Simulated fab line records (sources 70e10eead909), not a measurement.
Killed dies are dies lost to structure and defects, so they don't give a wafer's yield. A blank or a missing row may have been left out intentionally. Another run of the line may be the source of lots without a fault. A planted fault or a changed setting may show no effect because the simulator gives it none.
Chamber matching :: flow nand-harc :: 3 sister chambers for NHARC_P_BONDPAD_DEP_00 on pecvd-02
The step deposits SiCN, target thk 250 nm. 3 wafers are shown with their chamber, then 7 later ones without.

WAFERS WITH THEIR CHAMBER
wafer: L084.4
chamber: 0
heater-power-w (W): 583

wafer: L084.6
chamber: 1
heater-power-w (W): 521

wafer: L087.5
chamber: 2
heater-power-w (W): 685

WAFERS WITH NO CHAMBER GIVEN
wafer: L087.6
heater-power-w (W): 584

wafer: L093.1
heater-power-w (W): 608

wafer: L093.3
heater-power-w (W): 508

wafer: L093.6
heater-power-w (W): 621

wafer: L094.2
heater-power-w (W): 588

wafer: L094.3
heater-power-w (W): 563

wafer: L094.4
heater-power-w (W): 596

CHAMBER TAKEN BY EACH
wafer: L087.6
from the rows above: 0
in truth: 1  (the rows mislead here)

wafer: L093.1
from the rows above: 0
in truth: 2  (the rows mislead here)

wafer: L093.3
from the rows above: 1
in truth: 1

wafer: L093.6
from the rows above: can't be placed: 0 or 2
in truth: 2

wafer: L094.2
from the rows above: 0
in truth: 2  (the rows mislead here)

wafer: L094.3
from the rows above: can't be placed: 0 or 1
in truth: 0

wafer: L094.4
from the rows above: 0
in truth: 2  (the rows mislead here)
Placed correctly: 1 of 7. Not placeable from these rows: 2 (in 2, the candidates include the true chamber). 4 placed wrongly.
How it was worked out, from the rows above alone: a wafer's distance from a chamber is the root of the sum, over the readings, of the square of ((its reading less the chamber's mean) divided by the reading's scatter). If the next closest chamber is less than 2 further off than the closest, the wafer can't be placed; otherwise it belongs to the closest. The mean given for a chamber averages the wafers shown for that chamber. The scatter: with one shown wafer a chamber, the root of the mean of the squares of how far each hidden wafer lies from its nearest shown one.
